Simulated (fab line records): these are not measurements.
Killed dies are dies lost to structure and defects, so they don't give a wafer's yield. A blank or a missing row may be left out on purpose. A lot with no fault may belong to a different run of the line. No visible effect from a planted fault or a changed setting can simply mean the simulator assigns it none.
fab line records	flow nand_harc
record lots=7	wafers=21	last_day=34
route steps=1302 shown A_CHANNEL_HOLE_D1@481 A_CHANNEL_FILL_D1@490 END@1302
lots that met no fault: from a run of the same line without faults
start_h: the number of hours between the record's first day and the start of the first shown wafer of the lot	wait_h: how many hours have passed since the lot's step before this one	" unchanged from the row above	L1.1+2: several wafers, shown together as one row	- no value present, or no start provided	* or withheld: withheld	< > ~ a bound
route shown NAME@n: NAME is a module with steps in the file, n the number in the route of the first one	usual: mean/standard deviation taken from wafers without a fault	same: alike in all rows	chamber/n: place in a boat	sites: each site's reading	_std_site: the standard deviation of these	_edge_site: the outer-site mean with the inner-site mean subtracted	radius_mm: how far each site lies from the wafer's centre	mask NAME#n: copy n	behind: the last tool/chamber to shape the wafer	hold: the reason the lot was held/the length of the hold in hours/how it ended	device: names the non-switching transistor (n, p or np)	end of line: tests of these same wafers at the route's end	for a step that has no rows: nothing shown but its recipe	killed: not the wafer's yield, but the dies lost to structure and defects at the first sort	map: a wafer's dies, marking killed ones x, the rest . and places with no die _
set.NAME: the setting as run; set.NAME@STEP: as run at that earlier step	model.NAME: the simulator's own value behind a step, which no gauge read
certain route steps with their lots: each step a table, each wafer a row
services: when a tool's chamber went out of use (start_h, in hours from the record's first day, below 0 if earlier), for how many hours, and the reason
## steps
# step NHARC_A_CHANNEL_HOLE_D1_STRIP_42
# recipe cf4_flow_sccm=100	chf3_flow_sccm=30	ar_flow_sccm=0	bias_w=0	chemistry=CF4/CHF3
# step NHARC_A_CHANNEL_HOLE_D1_STRIP_43
# recipe o2_flow_sccm=400	cos_flow_sccm=20	ar_flow_sccm=0	bias_w=0	chemistry=O2/COS
# step NHARC_A_CHANNEL_HOLE_D1_ETCH_44
# recipe target_depth_a=1400	overetch_a=140	time_s=77	ion_energy_ev=100	cf4_flow_sccm=80	o2_flow_sccm=20	ar_flow_sccm=0	rf_w=300	bias_w=100	chemistry=CF4/O2
# usual cf4_flow_sccm=80.03/0.26	drypump_motor_current_A=5.7/0.38	mfc_ar_sccm=0.008/0.0089	oes_product_au=0.999/0.012	rf_vpp_V=197.8/1.4	showerhead_plenum_p_Torr=1.33/0.059	throttle_valve_pct=13.397/0.0088
lot.wafer	tool	chamber	start_h	wait_h	cf4_flow_sccm	drypump_motor_current_A	mfc_ar_sccm	oes_product_au	rf_hours_counter_h	rf_vpp_V	showerhead_plenum_p_Torr	throttle_valve_pct
L407.3	rie_diel-09	2	187.47	0.1	80.60	6.5	0.009	0.987	10	199.6	1.35	13.386
L407.4	"	0	"	"	80.10	6.0	0	0.990	-	199.5	1.40	13.397
L407.6	"	2	"	"	80.22	6.4	0.009	0.992	-	197.5	1.35	13.398
L410.2	rie_diel-05	1	215.75	0.1	80.17	5.5	0.001	1.008	13	197.1	1.28	13.394
L410.3	"	2	"	"	80.37	6.3	0.013	0.998	14	194.8	1.26	13.394
L410.6	"	1	"	"	79.92	5.5	0.001	1.007	-	195.1	1.28	13.393
L411.2	rie_diel-09	0	230.71	0.1	79.87	6.0	0	0.995	25	198.2	1.40	13.402
L411.1	"	1	"	"	80.12	5.8	0.030	1.006	24	197.6	1.31	13.406
L411.3	"	3	"	"	80.01	5.9	0.025	1.012	25	197.7	1.44	13.405
L421.2	rie_diel-12	3	327.83	0.0	80.31	5.9	0	0.972	20	196.6	1.24	13.419
L421.1	"	1	"	"	80.04	5.8	0.014	1.011	18	198.4	1.36	13.401
L421.4	"	2	"	"	79.45	5.6	0	1.013	18	198.6	1.38	13.400
L422.4	rie_diel-05	1	328.54	0.0	80.18	5.5	0.001	0.995	8	197.4	1.27	13.399
L422.1	"	3	"	"	80.06	5.2	0.012	0.990	9	197.0	1.33	13.392
L422.6	"	1	"	"	80.06	5.5	0.001	0.998	-	195.7	1.27	13.398
L420.3	rie_diel-05	0	331.83	0.1	79.75	5.3	0	1.008	9	197.7	1.40	13.391
L420.4	"	1	"	"	79.78	5.5	0.001	0.997	8	196.3	1.27	13.394
L420.2	"	2	"	"	79.76	6.3	0.013	0.983	8	195.2	1.26	13.397
L430.3	rie_diel-09	3	412.59	0.1	79.91	5.9	0.025	1.025	35	198.8	1.42	13.414
L430.2	"	0	"	"	79.60	6.0	0	1.007	32	199.1	1.38	13.399
L430.1	"	2	"	"	80.10	6.4	0.009	0.996	24	196.7	1.34	13.405
# step NHARC_A_CHANNEL_HOLE_D1_STRIP_27
# recipe o2_flow_sccm=500	ar_flow_sccm=0	bias_w=0	chemistry=O2
# usual drypump_motor_current_A=5.7/0.4	mfc_ar_sccm=0.009/0.0087	oes_product_au=0.999/0.012	rf_vpp_V=57.6/0.79	showerhead_plenum_p_Torr=3.52/0.15	throttle_valve_pct=17.037/0.009
lot.wafer	tool	chamber	start_h	wait_h	drypump_motor_current_A	mfc_ar_sccm	oes_product_au	rf_hours_counter_h	rf_vpp_V	showerhead_plenum_p_Torr	throttle_valve_pct
L407.3	rie_diel-09	2	-	-	6.4	0.009	1.001	10	58.3	3.58	17.038
L407.6	"	0	"	"	6.0	0	0.995	-	58.0	3.69	17.045
L407.4	"	3	"	"	5.9	0.025	1.005	-	58.2	3.80	17.042
L410.3	rie_diel-05	2	-	-	6.3	0.013	0.991	14	57.3	3.34	17.058
L410.2	"	3	"	"	5.2	0.012	0.981	14	56.8	3.52	17.032
L410.6	"	2	"	"	6.3	0.013	0.998	-	58.7	3.34	17.045
L411.3	rie_diel-09	1	-	-	5.9	0.030	0.995	24	57.9	3.46	17.027
L411.1	"	3	"	"	5.8	0.025	1.003	25	59.9	3.79	17.044
L411.2	"	0	"	"	6.0	0	0.998	25	58.8	3.68	17.024
L421.4	rie_diel-12	1	-	-	5.9	0.014	1.010	18	57.8	3.59	17.039
L421.2	"	2	"	"	5.7	0	1.016	18	57.3	3.64	17.053
L421.1	"	3	"	"	5.9	0	0.977	21	56.5	3.29	17.039
L422.1	rie_diel-05	2	-	-	6.3	0.013	0.977	8	57.1	3.33	17.031
L422.4	"	0	"	"	5.3	0	1.013	9	58.1	3.68	17.029
L422.6	"	1	"	"	5.5	0.001	0.999	-	57.2	3.37	17.019
L420.2	rie_diel-05	2	-	-	6.3	0.013	0.994	8	58.0	3.33	17.042
L420.3	"	3	"	"	5.2	0.012	0.998	9	58.0	3.52	17.051
L420.4	"	0	"	"	5.3	0	1.014	9	57.4	3.68	17.028
L430.1	rie_diel-09	2	-	-	6.4	0.009	0.989	24	57.8	3.54	17.038
L430.3	"	3	"	"	5.9	0.025	1.014	35	59.3	3.76	17.043
L430.2	"	0	"	"	6.0	0	0.993	32	56.8	3.65	17.027
# step NHARC_A_CHANNEL_HOLE_D1_PRECLEAN_28
# recipe time_s=*	temp_c=50	bath_age_min=0	chemistry=SC1
# step NHARC_A_CHANNEL_HOLE_D1_SRD_29
# step NHARC_A_CHANNEL_HOLE_D1_CD_MEAS_30
# usual cd_nm=90.1/1.3
lot.wafer	tool	chamber	start_h	wait_h	cd_nm
L407.3	cd_sem-03	-	188.39	-	92.2
L407.4	"	-	"	"	88.8
L407.6	"	-	"	"	90.6
L410.2	cd_sem-01	-	216.54	-	89.8
L410.3	"	-	"	"	94.2
L410.6	"	-	"	"	90.7
L411.1	cd_sem-02	-	231.62	-	91.2
L411.2	"	-	"	"	87.3
L411.3	"	-	"	"	90.6
L421.1	cd_sem-02	-	328.62	-	88.6
L421.2	"	-	"	"	88.2
L421.4	"	-	"	"	89.6
L422.1	cd_sem-02	-	329.34	-	88.0
L422.4	"	-	"	"	90.6
L422.6	"	-	"	"	89.9
L420.2	cd_sem-01	-	332.63	-	87.9
L420.3	"	-	"	"	88.3
L420.4	"	-	"	"	90.7
L430.1	cd_sem-01	-	413.57	-	88.6
L430.2	"	-	"	"	91.3
L430.3	"	-	"	"	90.7
# step NHARC_A_CHANNEL_HOLE_D1_XSEM_31
# recipe landing_energy_ev=35000
# usual bot_cd_nm=74.7/1.4	bow_nm=8.58/0.27	tilt_deg=0.09/0.038
lot.wafer	tool	chamber	start_h	wait_h	bot_cd_nm	bow_nm	tilt_deg
L407.3	xsem-01	0	188.48	0.1	76.8	8.51	0.07
L407.4	"	0	"	"	74.2	8.65	0.07
L407.6	"	0	"	"	75.5	8.62	0.07
L410.2	xsem-01	0	216.62	0.1	74.7	8.69	0.12
L410.3	"	0	"	"	78.5	8.72	0.12
L410.6	"	0	"	"	75.2	8.72	0.12
L411.1	xsem-01	0	231.71	0.1	76.3	8.30	0.05
L411.2	"	0	"	"	72.6	8.26	0.05
L411.3	"	0	"	"	75.4	8.32	0.05
L421.1	xsem-02	0	328.71	0.1	73.2	8.82	0.10
L421.2	"	0	"	"	72.7	8.84	0.10
L421.4	"	0	"	"	73.9	8.87	0.11
L422.1	xsem-01	0	329.43	0.1	72.5	9.01	0.02
L422.4	"	0	"	"	75.1	9.09	0.02
L422.6	"	0	"	"	73.9	8.99	0.02
L420.2	xsem-02	0	332.72	0.1	72.0	8.56	0.09
L420.3	"	0	"	"	72.2	8.57	0.08
L420.4	"	0	"	"	74.4	8.54	0.08
L430.1	xsem-01	0	413.66	0.1	72.5	8.45	0.10
L430.2	"	0	"	"	75.2	8.40	0.10
L430.3	"	0	"	"	74.6	8.42	0.10
# step NHARC_A_CHANNEL_HOLE_D1_INSPECT_40
# usual raw_defect_count=65/27
lot.wafer	tool	chamber	start_h	wait_h	raw_defect_count
L407.3	defect_inspect-02	-	188.57	-	53
L407.4	"	-	"	"	43
L407.6	"	-	"	"	36
L410.2	defect_inspect-02	-	216.72	-	54
L410.3	"	-	"	"	63
L410.6	"	-	"	"	48
L411.1	defect_inspect-01	-	231.80	-	43
L411.2	"	-	"	"	43
L411.3	"	-	"	"	46
L421.1	defect_inspect-02	-	328.81	-	60
L421.2	"	-	"	"	60
L421.4	"	-	"	"	31
L422.1	defect_inspect-02	-	329.54	-	106
L422.4	"	-	"	"	106
L422.6	"	-	"	"	120
L420.2	defect_inspect-01	-	332.84	-	47
L420.3	"	-	"	"	48
L420.4	"	-	"	"	61
L430.1	defect_inspect-01	-	413.75	-	42
L430.2	"	-	"	"	37
L430.3	"	-	"	"	30
# step NHARC_A_CHANNEL_FILL_D1_PRECLEAN_00
# recipe time_s=*	temp_c=50	bath_age_min=0	chemistry=SC1
# step NHARC_A_CHANNEL_FILL_D1_SRD_01
# step NHARC_A_CHANNEL_FILL_D1_ALD_02
# recipe target_thk_a=60	pulse_time_s=10	ald_cycles=60	temp_c=300	material=SiO2
# usual ald_cycles=60/0	heater_power_w=459/49	precursor_pulse_height_rel=0.997/0.02
lot.wafer	tool	chamber	start_h	wait_h	ald_cycles	heater_power_w	precursor_pulse_height_rel
L407.3	ald_hk-01	2	188.84	-	60	444	1.001
L407.4	"	3	"	"	60	419	1.020
L407.6	"	1	"	"	60	479	1.026
L410.2	ald_hk-03	2	216.91	-	60	472	0.990
L410.3	"	0	"	"	60	599	0.995
L410.6	"	3	"	"	60	455	1.013
L411.3	ald_hk-01	3	232.00	-	60	427	0.985
L411.1	"	0	"	"	60	391	0.973
L411.2	"	1	"	"	60	466	1.019
L421.4	ald_hk-01	1	329.01	-	60	464	0.976
L421.2	"	3	"	"	60	423	0.982
L421.1	"	0	"	"	60	378	1.008
L422.4	ald_hk-03	0	329.87	-	60	554	0.978
L422.1	"	1	"	"	60	492	1.032
L422.6	"	2	"	"	60	448	0.999
L420.4	ald_hk-01	3	333.18	-	60	411	0.994
L420.3	"	0	"	"	60	382	1.014
L420.2	"	1	"	"	60	459	1.010
L430.3	ald_hk-01	2	414.41	0.5	60	419	1.023
L430.2	"	3	"	"	60	439	0.970
L430.1	"	0	"	"	60	379	0.987
# step NHARC_A_CHANNEL_FILL_D1_ALD_03
# recipe target_thk_a=60	pulse_time_s=60	ald_cycles=58	temp_c=630	pressure_torr=2	material=SiNx
# usual ald_cycles=58/0	precursor_pulse_height_rel=0.998/0.019
lot.wafer	tool	chamber	start_h	wait_h	ald_cycles	precursor_pulse_height_rel
L407.3	ald_sin_batch-03	0	190.34	-	58	0.990
L407.4	"	0	"	"	58	1.006
L407.6	"	0	"	"	58	0.975
L410.2	ald_sin_batch-01	0	220.35	-	58	1.012
L410.3	"	0	"	"	58	0.997
L410.6	"	0	"	"	58	1.006
L411.1	ald_sin_batch-02	0	235.44	-	58	1.020
L411.2	"	0	"	"	58	1.006
L411.3	"	0	"	"	58	0.986
L421.1	ald_sin_batch-01	0	332.44	-	106	1.023
L421.2	"	0	"	"	106	1.010
L421.4	"	0	"	"	106	0.984
L422.1	ald_sin_batch-01	0	332.44	-	106	1.003
L422.4	"	0	"	"	106	1.003
L422.6	"	0	"	"	106	0.992
L420.2	ald_sin_batch-01	0	336.62	-	106	1.000
L420.3	"	0	"	"	106	0.990
L420.4	"	0	"	"	106	0.982
L430.1	ald_sin_batch-03	0	416.70	-	58	0.989
L430.2	"	0	"	"	58	0.995
L430.3	"	0	"	"	58	0.995
# step NHARC_A_CHANNEL_FILL_D1_ALD_14
# recipe target_thk_a=25	pulse_time_s=10	ald_cycles=25	temp_c=300	material=SiO2
# usual ald_cycles=25/0	heater_power_w=455/48	precursor_pulse_height_rel=0.996/0.022
lot.wafer	tool	chamber	start_h	wait_h	ald_cycles	heater_power_w	precursor_pulse_height_rel
L407.4	ald_hk-01	0	193.91	0.1	25	398	1.028
L407.3	"	1	"	"	25	478	0.992
L407.6	"	0	"	"	25	396	0.989
L410.2	ald_hk-02	1	223.96	0.1	25	446	1.020
L410.3	"	3	"	"	25	424	0.996
L410.6	"	1	"	"	25	439	0.995
L411.3	ald_hk-01	0	239.69	0.7	25	407	0.971
L411.1	"	1	"	"	25	472	0.973
L411.2	"	3	"	"	25	428	1.009
L421.2	ald_hk-03	0	336.04	0.0	25	539	1.041
L421.4	"	2	"	"	25	467	0.966
L421.1	"	3	"	"	25	468	1.021
L422.4	ald_hk-03	3	336.26	0.3	25	469	0.995
L422.1	"	2	"	"	25	467	0.989
L422.6	"	0	"	"	25	558	0.978
L420.4	ald_hk-03	2	340.24	0.1	25	457	1.007
L420.3	"	3	"	"	25	472	1.046
L420.2	"	0	"	"	25	546	0.980
L430.2	ald_hk-02	2	420.30	0.0	25	409	0.994
L430.3	"	0	"	"	25	545	0.985
L430.1	"	1	"	"	25	458	0.982
# step NHARC_END_SORT_01
# recipe temp_c=25
# usual killed_at_array=56/19	killed_at_other=0.8/1.1	killed_at_periphery=3.4/2.5	killed_dies=60/19	killed_open=2.9/1.7	killed_short=2.4/1.6
# same gross_dies=677
lot.wafer	tool	chamber	start_h	wait_h	killed_at_array	killed_at_other	killed_at_periphery	killed_dies	killed_open	killed_short
L407.3	prober-02	0	562.56	3.1	17	1	1	19	4	1
L407.4	prober-02	0	563.36	3.4	23	0	2	25	3	4
L407.6	prober-02	0	564.96	4.0	19	0	1	20	0	0
L411.1	prober-01	0	601.69	2.5	79	0	2	81	2	8
L411.2	prober-01	0	602.49	2.8	74	1	5	80	5	4
L411.3	prober-01	0	603.29	3.1	67	0	1	68	3	1
L421.1	prober-02	0	709.12	2.6	28	0	3	31	4	3
L421.2	prober-02	0	709.91	2.8	31	1	3	35	3	2
L421.4	prober-02	0	711.49	3.4	27	1	2	30	2	1
L422.1	prober-01	0	716.85	2.5	98	0	5	103	2	2
L422.4	prober-01	0	719.24	3.4	88	2	0	90	4	1
L422.6	prober-01	0	720.83	4.0	93	0	2	95	1	2
# killed by level:class
L407.3 A_CHANNEL_HOLE_D2:chamber_film_flake=5 A_CHANNEL_HOLE_D1:chamber_film_flake=3 A_STAIRCASE:chamber_film_flake=2 A_WL_FILL:chamber_film_flake=2 P_CONTACT:geometric_particle:open=1 A_ONON_D1:geometric_particle:short=1 A_BLC:geometric_particle:open=1 A_M0:geometric_particle:open=1
L407.4 A_CHANNEL_HOLE_D2:chamber_film_flake=6 A_CONTACT:chamber_film_flake=5 A_CHANNEL_HOLE_D1:chamber_film_flake=4 P_GATE:geometric_particle:short=1 A_CHANNEL_HOLE_D2:geometric_particle:open=1 A_CHANNEL_FILL_D2:geometric_particle:short=1 A_SGD_CUT:geometric_particle:open=1 A_SLIT:geometric_particle:short=1
L407.6 A_CHANNEL_HOLE_D2:chamber_film_flake=7 A_CONTACT:chamber_film_flake=7 A_CHANNEL_HOLE_D1:chamber_film_flake=2 A_WL_FILL:chamber_film_flake=2 P_ZERO_WELL:chamber_film_flake=1 A_ZERO_WELL:chamber_film_flake=1
L411.1 A_SLIT:chamber_film_flake=34 A_CHANNEL_HOLE_D2:chamber_film_flake=25 A_STAIRCASE:chamber_film_flake=8 A_ONON_D1:geometric_particle:short=3 A_WL_FILL:geometric_particle:short=2 P_STI:geometric_particle:short=1 A_ONON_D2:geometric_particle:open=1 A_CHANNEL_HOLE_D2:geometric_particle:short=1
L411.2 A_SLIT:chamber_film_flake=36 A_CHANNEL_HOLE_D2:chamber_film_flake=22 A_STAIRCASE:chamber_film_flake=4 P_GATE:chamber_film_flake=2 A_CHANNEL_HOLE_D1:chamber_film_flake=2 A_DECK1_JOINT:chamber_film_flake=2 A_CHANNEL_FILL_D2:chamber_film_flake=2 P_STI:geometric_particle:short=1
L411.3 A_SLIT:chamber_film_flake=32 A_CHANNEL_HOLE_D2:chamber_film_flake=26 P_CONTACT:geometric_particle:open=1 A_CHANNEL_FILL_D1:geometric_particle:open=1 A_CHANNEL_FILL_D1:geometric_particle:short=1 A_ONON_D2:geometric_particle:open=1 A_CHANNEL_HOLE_D1:chamber_film_flake=1 A_CHANNEL_FILL_D1:chamber_film_flake=1
L421.1 A_CHANNEL_HOLE_D1:chamber_film_flake=8 A_CONTACT:chamber_film_flake=4 A_STAIRCASE:chamber_film_flake=4 P_GATE:chamber_film_flake=2 A_SLIT:chamber_film_flake=2 A_WL_FILL:chamber_film_flake=2 P_CONTACT:geometric_particle:open=1 A_ONON_D1:geometric_particle:short=1
L421.2 A_CHANNEL_HOLE_D1:chamber_film_flake=13 A_SLIT:chamber_film_flake=5 A_STAIRCASE:chamber_film_flake=3 A_CONTACT:chamber_film_flake=3 P_GATE:chamber_film_flake=2 A_DECK1_JOINT:chamber_film_flake=2 P_CONTACT:geometric_particle:open=1 A_SOURCE_PLATE:geometric_particle:open=1
L421.4 A_CHANNEL_HOLE_D1:chamber_film_flake=10 A_CONTACT:chamber_film_flake=7 A_SLIT:chamber_film_flake=4 A_WL_FILL:chamber_film_flake=2 P_CONTACT:geometric_particle:open=1 A_WL_FILL:geometric_particle:short=1 A_M0:geometric_particle:open=1 P_GATE:chamber_film_flake=1
L422.1 A_SLIT:chamber_film_flake=43 A_CHANNEL_HOLE_D1:chamber_film_flake=25 A_CHANNEL_HOLE_D2:chamber_film_flake=24 P_M0:chamber_film_flake=2 P_M0:geometric_particle:open=1 A_SOURCE_PLATE:geometric_particle:short=1 A_CHANNEL_FILL_D1:geometric_particle:open=1 A_CHANNEL_HOLE_D2:geometric_particle:short=1
L422.4 A_CHANNEL_HOLE_D1:chamber_film_flake=33 A_SLIT:chamber_film_flake=31 A_CHANNEL_HOLE_D2:chamber_film_flake=12 A_CONTACT:chamber_film_flake=3 A_CHANNEL_FILL_D1:geometric_particle:open=2 A_M1:chamber_film_flake=2 A_ONON_D2:geometric_particle:short=1 A_M0:geometric_particle:open=1
L422.6 A_SLIT:chamber_film_flake=36 A_CHANNEL_HOLE_D1:chamber_film_flake=32 A_CHANNEL_HOLE_D2:chamber_film_flake=19 A_STAIRCASE:chamber_film_flake=2 P_M0:geometric_particle:open=1 A_CHANNEL_FILL_D2:geometric_particle:short=1 A_SGD_CUT:geometric_particle:short=1 P_STI:chamber_film_flake=1
## services
tool	chamber	start_h	hours	kind
rie_diel-09	2	168.44	2.5	repair
ald_hk-02	-	170.00	10.0	pm
rie_diel-05	-	171.47	5.2	repair
rie_diel-09	1	182.67	15.7	repair
rie_diel-12	2	200.63	10.0	repair
rie_diel-12	0	212.52	8.3	repair
rie_diel-09	2	229.23	8.9	repair
rie_diel-05	-	229.60	9.0	pm
rie_diel-12	1	238.83	9.6	repair
ald_sin_batch-02	-	266.75	26.0	pm
rie_diel-12	-	268.96	9.0	pm
ald_hk-01	-	297.78	10.0	pm
ald_hk-01	0	297.78	10.0	vent_cycle
ald_hk-01	1	297.78	10.0	vent_cycle
rie_diel-09	-	320.14	9.0	pm
rie_diel-05	0	335.23	14.1	repair
rie_diel-09	1	343.46	7.0	repair
rie_diel-09	1	351.65	5.3	repair
xsem-01	-	374.00	14.0	pm
rie_diel-09	2	384.43	16.1	repair
ald_hk-03	-	386.41	1.9	repair
ald_hk-03	-	405.19	10.0	pm
rie_diel-05	-	406.60	9.0	pm
ald_sin_batch-01	-	417.79	4.8	repair
## key
first_sign step=NHARC_A_CHANNEL_FILL_D1_ALD_03	reading=ald_cycles	direction=up	sigmas=99+	usual=58	struck=106
effect none on later readings
met_at NHARC_A_CHANNEL_FILL_D1_ALD_03
struck_wafers L420.2,L420.3,L420.4,L421.1,L421.2,L421.4,L422.1,L422.4,L422.6
tester_left_out L420,L421,L422
fault kind=process_parameter_drift	tool=ald_sin_batch-01	chamber=-	onset_h=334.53	steps=NHARC_A_CHANNEL_FILL_D1_ALD_03	channel=ald_cycles	offset=48	shape=step	end_h=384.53	acts_in=these_recipes_only	stated=58
# tester_left_out: of these lots the tester's yield and bins aren't shown, on N5 and GAA mostly nor the transistor test; their killed dies are dies lost to structure and defects alone, not to doping, threshold or leakage, so they don't give the yield
